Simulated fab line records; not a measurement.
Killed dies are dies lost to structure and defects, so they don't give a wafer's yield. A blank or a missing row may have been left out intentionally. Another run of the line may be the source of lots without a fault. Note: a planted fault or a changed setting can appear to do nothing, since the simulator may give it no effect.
fab line records + flow nand_harc
[record]
- lots = 5
- wafers = 15
- last_day = 33
route steps=1302 shown A_ONON_D2@569 A_CHANNEL_HOLE_D2@570 END@1302
lots untouched by any fault: they come from a run of this same line in which no faults occurred
start_h: start of the lot's first displayed wafer, in hours after the record's first day + wait_h: how many hours have passed since the lot's step before this one + " as in the row above + L1.1+2: a row that stands for several wafers + - no value present, or no start provided + * or withheld: withheld + < > ~ a bound
route shown NAME@n: a module of which the file shows steps, and the number in the route of the first + usual: average and standard deviation across the fault-free wafers + same: alike in all rows + chamber/n: place in a boat + sites: the reading at each site + _std_site: standard deviation across them + _edge_site: outer sites' mean less inner sites' + radius_mm: for every site, how far away it sits from the centre of the wafer + mask NAME#n: copy n + behind: the tool/chamber that last shaped the wafer + hold: why the lot went on hold/how many hours it stayed there/how the hold came to an end + device: which transistor (n, p or np) failed to switch + end of line: the route-end tests of the same wafers + a step with no rows: only its recipe + killed: count of dies lost to structure and defects at first sort (not the wafer's yield) + map: dies across one wafer; x = killed, . = not, _ = none there
set.NAME: the setting the step ran with; set.NAME@STEP: the setting that earlier step ran with + model.NAME: the simulator's own value behind a step, which no gauge read
lots at some steps of the route; a table a step, a row a wafer
services: the hour from which a tool's chamber was out of use, counted from the record's first day as start_h (under 0 if before that day), plus the number of hours and why
[[steps]]
[step NHARC_A_ONON_D2_INSPECT_32]
[usual]
- raw_defect_count = 401/120
| lot.wafer | tool              | chamber | start_h | wait_h | raw_defect_count |
|-----------|-------------------|---------|---------|--------|------------------|
| L792.1    | defect_inspect-01 | -       | 282.21  | 0.0    | 384              |
| L792.3    | "                 | -       | "       | "      | 562              |
| L792.4    | "                 | -       | "       | "      | 288              |
| L803.2    | defect_inspect-01 | -       | 399.40  | 0.0    | 336              |
| L803.4    | "                 | -       | "       | "      | 374              |
| L803.5    | "                 | -       | "       | "      | 243              |
| L808.2    | defect_inspect-01 | -       | 442.36  | 0.0    | 403              |
| L808.3    | "                 | -       | "       | "      | 439              |
| L808.5    | "                 | -       | "       | "      | 380              |
| L810.1    | defect_inspect-01 | -       | 461.20  | 0.0    | 327              |
| L810.3    | "                 | -       | "       | "      | 306              |
| L810.6    | "                 | -       | "       | "      | 362              |
| L813.2    | defect_inspect-02 | -       | 502.12  | 0.0    | 536              |
| L813.4    | "                 | -       | "       | "      | 440              |
| L813.5    | "                 | -       | "       | "      | 466              |
[step NHARC_A_CHANNEL_HOLE_D2_DEP_00]
[recipe]
- target_thk_a = 31000
- temp_c = 400
- material = aC
[usual]
- throttle_valve_pct = 34.999/0.009
| lot.wafer | tool       | chamber | start_h | wait_h | throttle_valve_pct |
|-----------|------------|---------|---------|--------|--------------------|
| L792.1    | acl_dep-03 | 0       | 282.28  | 0.1    | 34.987             |
| L792.3    | "          | 0       | "       | "      | 34.997             |
| L792.4    | "          | 0       | "       | "      | 34.996             |
| L803.2    | acl_dep-02 | 0       | 399.79  | 0.4    | 34.996             |
| L803.4    | "          | 0       | "       | "      | 35.001             |
| L803.5    | "          | 0       | "       | "      | 35.015             |
| L808.2    | acl_dep-03 | 0       | 444.36  | 2.0    | 35.019             |
| L808.3    | "          | 0       | "       | "      | 34.994             |
| L808.5    | "          | 0       | "       | "      | 35.008             |
| L810.1    | acl_dep-03 | 0       | 462.07  | 0.9    | 35.007             |
| L810.3    | "          | 0       | "       | "      | 34.993             |
| L810.6    | "          | 0       | "       | "      | 35.007             |
| L813.2    | acl_dep-03 | 0       | 503.16  | 1.0    | 34.986             |
| L813.4    | "          | 0       | "       | "      | 35.002             |
| L813.5    | "          | 0       | "       | "      | 34.987             |
[step NHARC_A_CHANNEL_HOLE_D2_DEP_01]
[recipe]
- target_thk_a = 1400
- target_thk_nm = 140
- temp_c = 400
- pressure_torr = 3.5
- flow_sccm = 200
- rf_w = 350
- material = SiON
[usual]
- heater_power_w = 766/100
| lot.wafer | tool     | chamber | start_h | wait_h | heater_power_w |
|-----------|----------|---------|---------|--------|----------------|
| L792.3    | pecvd-04 | 0       | 284.20  | 1.0    | 825            |
| L792.1    | "        | 2       | "       | "      | 687            |
| L792.4    | "        | 1       | "       | "      | 841            |
| L803.2    | pecvd-03 | 1       | 401.46  | 1.4    | 737            |
| L803.5    | "        | 2       | "       | "      | 807            |
| L803.4    | "        | 0       | "       | "      | 753            |
| L808.2    | pecvd-04 | 0       | 445.99  | 1.3    | 734            |
| L808.3    | "        | 1       | "       | "      | 903            |
| L808.5    | "        | 2       | "       | "      | 694            |
| L810.3    | pecvd-04 | 1       | 464.05  | 1.0    | 1006           |
| L810.1    | "        | 2       | "       | "      | 580            |
| L810.6    | "        | 1       | "       | "      | 1004           |
| L813.2    | pecvd-03 | 1       | 504.79  | 1.3    | 733            |
| L813.5    | "        | 1       | "       | "      | 587            |
| L813.4    | "        | 2       | "       | "      | 906            |
[step NHARC_A_CHANNEL_HOLE_D2_DEHYDRATE_02]
[recipe]
- temp_c = 150
- time_s = 120
[step NHARC_A_CHANNEL_HOLE_D2_HMDS_03]
[recipe]
- time_s = 30
[step NHARC_A_CHANNEL_HOLE_D2_COAT_36]
[recipe]
- temp_c = 260
- time_s = 75
[step NHARC_A_CHANNEL_HOLE_D2_COAT_37]
[recipe]
- temp_c = 225
- time_s = 65
[step NHARC_A_CHANNEL_HOLE_D2_COAT_04]
[recipe]
- spin_rpm = 1500
- resist_thk_nm = 90
[step NHARC_A_CHANNEL_HOLE_D2_SOFTBAKE_05]
[recipe]
- temp_c = 105
- time_s = 55
[step NHARC_A_CHANNEL_HOLE_D2_EBR_06]
[step NHARC_A_CHANNEL_HOLE_D2_EXPOSE_07]
[recipe]
- na = 1.35
- target_cd_nm = 100
- sigma_outer = 0.3
- dose_mj = 59.65
- mask_id = HOLE_D2
[step NHARC_A_CHANNEL_HOLE_D2_PEB_08]
[recipe]
- peb_temp_c = 100
- peb_time_s = 65
[step NHARC_A_CHANNEL_HOLE_D2_DEVELOP_09]
[recipe]
- develop_time_s = 35
- dev_temp_c = 23
[usual]
- resist_line_temp_C = 23.02/0.11
| lot.wafer | tool           | chamber | start_h | wait_h | resist_line_temp_C |
|-----------|----------------|---------|---------|--------|--------------------|
| L792.1    | litho_track-01 | 0       | 284     | -      | 22.99              |
| L792.3    | "              | 0       | "       | "      | 23.07              |
| L792.4    | "              | 0       | "       | "      | 23.00              |
| L803.2    | litho_track-01 | 0       | 402     | -      | 23.02              |
| L803.4    | "              | 0       | "       | "      | 22.89              |
| L803.5    | "              | 0       | "       | "      | 22.87              |
| L808.2    | litho_track-06 | 0       | 446     | -      | 23.09              |
| L808.3    | "              | 0       | "       | "      | 23.14              |
| L808.5    | "              | 0       | "       | "      | 23.03              |
| L810.1    | litho_track-06 | 0       | 464     | -      | 23.12              |
| L810.3    | "              | 0       | "       | "      | 23.11              |
| L810.6    | "              | 0       | "       | "      | 22.86              |
| L813.2    | litho_track-04 | 0       | 505     | -      | 23.13              |
| L813.4    | "              | 0       | "       | "      | 23.13              |
| L813.5    | "              | 0       | "       | "      | 23.02              |
[step NHARC_A_CHANNEL_HOLE_D2_CD_MEAS_10]
[recipe]
- target_cd_nm = 100
- landing_energy_ev = 500
[usual]
- cd_nm = 100.2/0.49
| lot.wafer | tool      | chamber | start_h | wait_h | cd_nm |
|-----------|-----------|---------|---------|--------|-------|
| L792.1    | cd_sem-03 | 0       | 284.79  | -      | 100.5 |
| L792.3    | "         | 0       | "       | "      | 101.2 |
| L792.4    | "         | 0       | "       | "      | 100.4 |
| L803.2    | cd_sem-02 | 0       | 402.12  | -      | 99.0  |
| L803.4    | "         | 0       | "       | "      | 100.4 |
| L803.5    | "         | 0       | "       | "      | 98.6  |
| L808.2    | cd_sem-03 | 0       | 446.68  | -      | 100.0 |
| L808.3    | "         | 0       | "       | "      | 100.4 |
| L808.5    | "         | 0       | "       | "      | 99.8  |
| L810.1    | cd_sem-01 | 0       | 464.74  | -      | 99.8  |
| L810.3    | "         | 0       | "       | "      | 99.7  |
| L810.6    | "         | 0       | "       | "      | 100.1 |
| L813.2    | cd_sem-03 | 0       | 505.51  | -      | 100.2 |
| L813.4    | "         | 0       | "       | "      | 100.4 |
| L813.5    | "         | 0       | "       | "      | 100.2 |
[step NHARC_A_CHANNEL_HOLE_D2_OVL_MEAS_11]
[usual]
- overlay_x_nm = 0.0/0.85
- overlay_y_nm = 0.1/0.86
| lot.wafer | tool       | chamber | start_h | wait_h | overlay_x_nm | overlay_y_nm |
|-----------|------------|---------|---------|--------|--------------|--------------|
| L792.1    | overlay-02 | -       | 284.89  | -      | -0.7         | 0.1          |
| L792.3    | "          | -       | "       | "      | -0.6         | 0.4          |
| L792.4    | "          | -       | "       | "      | -0.6         | 0.1          |
| L803.2    | overlay-02 | -       | 402.21  | -      | 1.0          | 0.8          |
| L803.4    | "          | -       | "       | "      | 0.8          | 0.8          |
| L803.5    | "          | -       | "       | "      | 0.9          | 0.9          |
| L808.2    | overlay-01 | -       | 446.77  | -      | -0.6         | 1.7          |
| L808.3    | "          | -       | "       | "      | -1.2         | 1.3          |
| L808.5    | "          | -       | "       | "      | -1.1         | 1.8          |
| L810.1    | overlay-02 | -       | 464.83  | -      | 0.3          | -1.0         |
| L810.3    | "          | -       | "       | "      | -0.1         | -0.5         |
| L810.6    | "          | -       | "       | "      | 0.8          | -1.2         |
| L813.2    | overlay-02 | -       | 505.60  | -      | 0.8          | -0.1         |
| L813.4    | "          | -       | "       | "      | 0.8          | -0.2         |
| L813.5    | "          | -       | "       | "      | 1.2          | -0.4         |
[step NHARC_A_CHANNEL_HOLE_D2_INSPECT_12]
[usual]
- raw_defect_count = 27/23
| lot.wafer | tool              | chamber | start_h | wait_h | raw_defect_count |
|-----------|-------------------|---------|---------|--------|------------------|
| L792.1    | defect_inspect-02 | -       | 284.93  | 0.0    | 2                |
| L792.3    | "                 | -       | "       | "      | 5                |
| L792.4    | "                 | -       | "       | "      | 6                |
| L803.2    | defect_inspect-02 | -       | 402.24  | 0.0    | 57               |
| L803.4    | "                 | -       | "       | "      | 65               |
| L803.5    | "                 | -       | "       | "      | 46               |
| L808.2    | defect_inspect-02 | -       | 446.81  | 0.0    | 24               |
| L808.3    | "                 | -       | "       | "      | 10               |
| L808.5    | "                 | -       | "       | "      | 14               |
| L810.1    | defect_inspect-02 | -       | 464.87  | 0.0    | 68               |
| L810.3    | "                 | -       | "       | "      | 72               |
| L810.6    | "                 | -       | "       | "      | 59               |
| L813.2    | defect_inspect-02 | -       | 505.64  | 0.0    | 9                |
| L813.4    | "                 | -       | "       | "      | 4                |
| L813.5    | "                 | -       | "       | "      | 7                |
[step NHARC_A_CHANNEL_HOLE_D2_DESCUM_15]
[recipe]
- time_s = 3
- o2_flow_sccm = 200
- ar_flow_sccm = 0
- bias_power_w = 0
- chemistry = O2
[usual]
- chamber_pressure_mTorr = 60.00/0.052
- drypump_motor_current_A = 5.5/0.45
- oes_product_au = 1.000/0.011
- rf_vpp_V = 57.9/0.93
- showerhead_plenum_p_Torr = 1.92/0.092
- throttle_valve_pct = 11.310/0.0093
| lot.wafer | tool        | chamber | start_h | wait_h | chamber_pressure_mTorr | drypump_motor_current_A | oes_product_au | rf_hours_counter_h | rf_vpp_V | showerhead_plenum_p_Torr | throttle_valve_pct | model.A_CHANNEL_HOLE_D2.cd_nm |
|-----------|-------------|---------|---------|--------|------------------------|-------------------------|----------------|--------------------|----------|--------------------------|--------------------|-------------------------------|
| L792.3    | rie_diel-13 | 1       | 284.99  | 0.1    | 60.03                  | 5.4                     | 1.006          | 6                  | 55.8     | 1.82                     | 11.304             | 101.6                         |
| L792.4    | "           | 2       | "       | "      | 60.06                  | 6.2                     | 1.004          | 7                  | 59.2     | 2.04                     | 11.307             | 101                           |
| L792.1    | "           | 0       | "       | "      | 60.08                  | 5.8                     | 1.022          | 6                  | 57.1     | 1.88                     | 11.310             | 100.8                         |
| L803.4    | rie_diel-13 | 1       | 402.31  | 0.1    | 60.10                  | 5.4                     | 0.993          | 3                  | 57.2     | 1.82                     | 11.320             | 100.3                         |
| L803.2    | "           | 3       | "       | "      | 59.90                  | 5.9                     | 0.990          | 3                  | 59.8     | 1.95                     | 11.302             | 99.62                         |
| L803.5    | "           | 1       | "       | "      | 59.93                  | 5.4                     | 1.005          | -                  | 59.1     | 1.82                     | 11.302             | 98.73                         |
| L808.2    | rie_diel-02 | 3       | 446.87  | 0.1    | 59.95                  | 5.8                     | 1.014          | 4                  | 57.6     | 1.80                     | 11.324             | 101.1                         |
| L808.3    | "           | 0       | "       | "      | 60.00                  | 5.1                     | 1.006          | 3                  | 57.5     | 1.79                     | 11.330             | 99.12                         |
| L808.5    | "           | 0       | "       | "      | 59.99                  | 5.1                     | 1.008          | -                  | 56.9     | 1.79                     | 11.316             | 99.35                         |
| L810.1    | rie_diel-13 | 0       | 464.93  | 0.1    | 60.00                  | 5.9                     | 1.010          | 6                  | 58.0     | 1.88                     | 11.308             | 99.29                         |
| L810.3    | "           | 3       | "       | "      | 59.97                  | 5.9                     | 0.983          | 6                  | 59.4     | 1.95                     | 11.307             | 100                           |
| L810.6    | "           | 1       | "       | "      | 60.02                  | 5.4                     | 0.997          | -                  | 57.5     | 1.82                     | 11.327             | 100                           |
| L813.4    | rie_diel-13 | 1       | 505.70  | 0.1    | 60.07                  | 5.4                     | 0.983          | 8                  | 56.8     | 1.82                     | 11.310             | 101.3                         |
| L813.2    | "           | 2       | "       | "      | 59.97                  | 6.2                     | 0.995          | 7                  | 58.6     | 2.03                     | 11.306             | 101.1                         |
| L813.5    | "           | 0       | "       | "      | 59.90                  | 5.9                     | 1.012          | -                  | 58.6     | 1.88                     | 11.308             | 100.5                         |
[step NHARC_A_CHANNEL_HOLE_D2_ETCH_38]
[recipe]
- target_depth_a = 390
- over_etch_frac = 0.3
- time_s = 65
- ion_energy_ev = 80
- cf4_flow_sccm = 150
- ar_flow_sccm = 0
- rf_w = 300
- bias_w = 100
- chemistry = CF4
[usual]
- chamber_pressure_mTorr = 49.99/0.047
- drypump_motor_current_A = 5.5/0.45
- oes_product_au = 1.000/0.011
- rf_vpp_V = 151.3/1.3
- showerhead_plenum_p_Torr = 1.77/0.077
- throttle_valve_pct = 13.285/0.0087
| lot.wafer | tool        | chamber | start_h | wait_h | chamber_pressure_mTorr | drypump_motor_current_A | oes_product_au | rf_hours_counter_h | rf_vpp_V | showerhead_plenum_p_Torr | throttle_valve_pct | model.A_CHANNEL_HOLE_D2.cd_nm |
|-----------|-------------|---------|---------|--------|------------------------|-------------------------|----------------|--------------------|----------|--------------------------|--------------------|-------------------------------|
| L792.3    | rie_diel-13 | 3       | 285.07  | 0.1    | 49.95                  | 5.9                     | 0.985          | 6                  | 151.9    | 1.80                     | 13.296             | 101.3                         |
| L792.4    | "           | 1       | "       | "      | 50.04                  | 5.4                     | 1.003          | 6                  | 151.1    | 1.69                     | 13.288             | 100.8                         |
| L792.1    | "           | 2       | "       | "      | 50.08                  | 6.3                     | 0.993          | 7                  | 153.7    | 1.87                     | 13.282             | 101.1                         |
| L803.2    | rie_diel-13 | 0       | 402.39  | 0.1    | 49.99                  | 5.9                     | 1.014          | 2                  | 151.9    | 1.74                     | 13.293             | 99.34                         |
| L803.4    | "           | 1       | "       | "      | 50.03                  | 5.4                     | 0.999          | 3                  | 150.5    | 1.69                     | 13.272             | 100.2                         |
| L803.5    | "           | 3       | "       | "      | 49.97                  | 6.0                     | 0.988          | -                  | 151.7    | 1.80                     | 13.277             | 98.49                         |
| L808.3    | rie_diel-02 | 2       | 446.95  | 0.1    | 50.03                  | 6.2                     | 1.003          | 4                  | 151.7    | 1.81                     | 13.283             | 98.99                         |
| L808.2    | "           | 1       | "       | "      | 49.89                  | 5.5                     | 1.013          | 3                  | 150.2    | 1.70                     | 13.275             | 100.8                         |
| L808.5    | "           | 2       | "       | "      | 50.01                  | 6.2                     | 1.003          | -                  | 151.9    | 1.81                     | 13.295             | 99.29                         |
| L810.1    | rie_diel-13 | 0       | 465.04  | 0.1    | 49.98                  | 5.9                     | 0.996          | 6                  | 150.9    | 1.74                     | 13.294             | 99.07                         |
| L810.3    | "           | 1       | "       | "      | 50.03                  | 5.4                     | 0.982          | 6                  | 149.5    | 1.69                     | 13.303             | 99.77                         |
| L810.6    | "           | 3       | "       | "      | 49.99                  | 5.9                     | 0.974          | -                  | 152.4    | 1.80                     | 13.293             | 99.76                         |
| L813.2    | rie_diel-13 | 1       | 505.79  | 0.1    | 49.98                  | 5.4                     | 0.995          | 8                  | 149.3    | 1.69                     | 13.275             | 100.9                         |
| L813.4    | "           | 3       | "       | "      | 49.97                  | 5.9                     | 0.989          | 8                  | 152.7    | 1.80                     | 13.286             | 101                           |
| L813.5    | "           | 1       | "       | "      | 50.00                  | 5.4                     | 1.003          | -                  | 150.5    | 1.69                     | 13.282             | 100.4                         |
[step NHARC_A_CHANNEL_HOLE_D2_ETCH_39]
[recipe]
- target_depth_a = 2600
- over_etch_frac = 0.3
- time_s = 325
- ion_energy_ev = 200
- n2_flow_sccm = 150
- h2_flow_sccm = 150
- ar_flow_sccm = 0
- rf_w = 400
- bias_w = 150
- chemistry = N2/H2
[usual]
- chamber_pressure_mTorr = 29.998/0.027
- drypump_motor_current_A = 5.5/0.46
- oes_product_au = 0.999/0.011
- rf_vpp_V = 430.8/2.9
- showerhead_plenum_p_Torr = 2.05/0.099
- throttle_valve_pct = 14.169/0.0087
| lot.wafer | tool        | chamber | start_h | wait_h | chamber_pressure_mTorr | drypump_motor_current_A | oes_product_au | rf_hours_counter_h | rf_vpp_V | showerhead_plenum_p_Torr | throttle_valve_pct |
|-----------|-------------|---------|---------|--------|------------------------|-------------------------|----------------|--------------------|----------|--------------------------|--------------------|
| L792.4    | rie_diel-13 | 3       | -       | -      | 30.004                 | 5.9                     | 0.992          | 7                  | 431.6    | 2.08                     | 14.168             |
| L792.3    | "           | 0       | "       | "      | 29.996                 | 5.8                     | 0.999          | 6                  | 430.7    | 2.00                     | 14.171             |
| L792.1    | "           | 1       | "       | "      | 30.020                 | 5.4                     | 1.006          | 6                  | 427.5    | 1.94                     | 14.181             |
| L803.4    | rie_diel-13 | 0       | -       | -      | 30.009                 | 5.9                     | 1.001          | 2                  | 429.4    | 2.00                     | 14.174             |
| L803.2    | "           | 1       | "       | "      | 29.942                 | 5.4                     | 1.002          | 3                  | 428.0    | 1.94                     | 14.170             |
| L803.5    | "           | 3       | "       | "      | 29.996                 | 5.9                     | 0.992          | -                  | 434.1    | 2.08                     | 14.173             |
| L808.3    | rie_diel-02 | 3       | -       | -      | 30.002                 | 5.9                     | 1.022          | 4                  | 428.0    | 1.91                     | 14.184             |
| L808.2    | "           | 2       | "       | "      | 29.948                 | 6.2                     | 1.002          | 4                  | 431.2    | 2.09                     | 14.174             |
| L808.5    | "           | 0       | "       | "      | 30.015                 | 5.1                     | 1.003          | -                  | 425.8    | 1.91                     | 14.176             |
| L810.1    | rie_diel-13 | 0       | -       | -      | 30.035                 | 5.9                     | 1.013          | 6                  | 429.7    | 2.00                     | 14.169             |
| L810.3    | "           | 1       | "       | "      | 30.047                 | 5.4                     | 1.000          | 6                  | 427.8    | 1.94                     | 14.178             |
| L810.6    | "           | 1       | "       | "      | 30.013                 | 5.4                     | 0.997          | -                  | 426.9    | 1.94                     | 14.151             |
| L813.2    | rie_diel-13 | 0       | -       | -      | 29.988                 | 5.9                     | 1.013          | 8                  | 428.6    | 2.00                     | 14.175             |
| L813.4    | "           | 2       | "       | "      | 30.005                 | 6.2                     | 1.010          | 7                  | 434.9    | 2.17                     | 14.180             |
| L813.5    | "           | 0       | "       | "      | 30.014                 | 5.9                     | 1.014          | -                  | 429.7    | 2.00                     | 14.172             |
[step NHARC_END_SORT_01]
[recipe]
- temp_c = 25
[usual]
- killed_at_array = 59/20
- killed_at_other = 0.8/1.2
- killed_at_periphery = 3.5/2.2
- killed_dies = 63/20
- killed_open = 3.3/1.8
- killed_short = 2.6/1.7
[same]
- gross_dies = 677
| lot.wafer | tool      | chamber | start_h | wait_h | killed_at_array | killed_at_other | killed_at_periphery | killed_dies | killed_open | killed_short |
|-----------|-----------|---------|---------|--------|-----------------|-----------------|---------------------|-------------|-------------|--------------|
| L808.3    | prober-02 | 0       | 711.57  | 3.1    | 63              | 0               | 6                   | 69          | 5           | 4            |
// killed by level:class
L808.3 A_SLIT:chamber_film_flake=26 A_CHANNEL_HOLE_D2:chamber_film_flake=17 A_CONTACT:chamber_film_flake=8 A_STAIRCASE:chamber_film_flake=4 A_CHANNEL_HOLE_D1:chamber_film_flake=3 A_CHANNEL_FILL_D2:geometric_particle:short=2 A_M0:geometric_particle:open=2 P_GATE:chamber_film_flake=2
[[services]]
| tool           | chamber | start_h | hours | kind   |
|----------------|---------|---------|-------|--------|
| pecvd-04       | -       | 269.00  | 13.0  | pm     |
| rie_diel-13    | 0       | 272.00  | -     | clean  |
| acl_dep-03     | -       | 300.06  | 13.0  | pm     |
| pecvd-03       | 0       | 317.33  | 25.6  | repair |
| rie_diel-13    | 1       | 318.85  | 16.9  | repair |
| pecvd-04       | 2       | 329.42  | 7.9   | repair |
| litho_track-01 | -       | 330.00  | 7.0   | pm     |
| pecvd-03       | -       | 330.07  | 0.8   | repair |
| pecvd-04       | 1       | 333.64  | 13.7  | repair |
| rie_diel-13    | -       | 342.00  | 9.0   | pm     |
| pecvd-04       | -       | 346.13  | 3.6   | repair |
| litho_track-06 | -       | 354.00  | 7.0   | pm     |
| pecvd-03       | -       | 366.00  | 13.0  | pm     |
| pecvd-04       | -       | 377.37  | 1.3   | repair |
| litho_track-04 | -       | 378.00  | 7.0   | pm     |
| rie_diel-13    | 2       | 385.02  | 9.4   | repair |
| rie_diel-02    | -       | 393.70  | 9.0   | pm     |
| pecvd-04       | 2       | 424.08  | 6.5   | repair |
| acl_dep-02     | -       | 429.75  | 13.0  | pm     |
| pecvd-04       | -       | 450.16  | 13.0  | pm     |
| rie_diel-13    | 2       | 454.24  | 13.4  | repair |
| rie_diel-02    | 2       | 457.52  | 94.6  | repair |
| acl_dep-03     | -       | 481.80  | 13.0  | pm     |
| litho_track-01 | -       | 505.00  | 7.0   | pm     |
[[key]]
[first_sign]
- step = NHARC_A_CHANNEL_HOLE_D2_CD_MEAS_10
- reading = cd_nm
- direction = down
- sigmas = 2.9
- usual = 100.2
- struck = 98.8
effect none on later readings
[model_effect]
- step = NHARC_A_CHANNEL_HOLE_D2_DESCUM_15
- value = A_CHANNEL_HOLE_D2.cd_nm
- without = 100.2
- struck = 99.18
[model_effect]
- step = NHARC_A_CHANNEL_HOLE_D2_ETCH_38
- value = A_CHANNEL_HOLE_D2.cd_nm
- without = 99.97
- struck = 98.92
met_at NHARC_A_CHANNEL_HOLE_D2_DEVELOP_09
struck_wafers L803.2,L803.5
tester_left_out L803
onset_between 284 402
[fault]
- kind = process_parameter_drift
- tool = litho_track-01
- chamber = -
- onset_h = 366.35
- steps = NHARC_A_CHANNEL_HOLE_D2_DEVELOP_09
- channel = develop_time_s
- offset = *
- shape = step
- end_h = 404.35
- scope = struck_wafers_only
- acts_in = *
- stated = *
// tester_left_out: of these lots the tester's yield and bins aren't shown, on N5 and GAA mostly nor the transistor test; their killed dies are dies lost to structure and defects alone, not to doping, threshold or leakage, so they don't give the yield
